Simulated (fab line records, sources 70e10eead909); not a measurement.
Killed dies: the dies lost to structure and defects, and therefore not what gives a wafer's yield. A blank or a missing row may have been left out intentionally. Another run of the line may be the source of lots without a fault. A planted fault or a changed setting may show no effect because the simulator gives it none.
Matching of chambers ; flow nand harc ; cmp-03 running NHARC_A_M1_CMP_23: 4 sister chambers
The step polishes, t overpolish 20 s, target thk 154.34 nm. 8 wafers are shown with their chamber, then 12 later ones without.

== WAFERS WITH THEIR CHAMBER ==
wafer;chamber;motor current A (A);time to endpoint s (s)
L081.1;0;11.3;32.5
L086.6;3;14.3;24.8
L087.2;3;13.9;27.4
L087.3;0;11.8;28.7
L087.4;1;13.2;29.7
L087.1;2;10.3;29.1
L087.5;2;11.0;28.2
L087.6;1;12.6;30.8

== WAFERS MISSING THEIR CHAMBER ==
wafer;motor current A (A);time to endpoint s (s)
L089.2;10.6;25.8
L089.4;14.0;25.6
L089.5;11.1;26.8
L090.1;14.1;26.6
L090.4;12.9;28.2
L090.5;11.1;27.1
L096.2;11.4;27.4
L096.4;12.8;27.4
L096.5;12.6;25.9
L096.1;14.3;25.8
L096.3;11.2;24.7
L096.6;11.1;25.4

== EACH ONE'S CHAMBER ==
wafer;from the rows above;in truth
L089.2;2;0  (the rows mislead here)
L089.4;3;3
L089.5;can't be placed: 2 or 0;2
L090.1;3;3
L090.4;1;1
L090.5;can't be placed: 2 or 0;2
L096.2;can't be placed: 0 or 2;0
L096.4;can't be placed: 1 or 3 or 0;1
L096.5;can't be placed: 1 or 3 or 0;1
L096.1;3;3
L096.3;can't be placed: 2 or 0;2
L096.6;can't be placed: 2 or 0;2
4 of 12 placed correctly. Unplaceable from these rows: 7, with the true chamber sitting among the candidates in 7. Placed wrongly: 1.
How it was worked out, from the rows above alone: a wafer's distance from a chamber is the root of the sum, over the readings, of the square of ((its reading less the chamber's mean) divided by the reading's scatter). The wafer belongs to the nearest chamber; if the next one is less than 2 further off, it can't be placed. Each chamber's mean is taken over the wafers shown for it. The scatter is the square root of a quotient: the sum, over the shown wafers, of each reading's squared deviation from its chamber's mean, divided by wafers minus chambers.
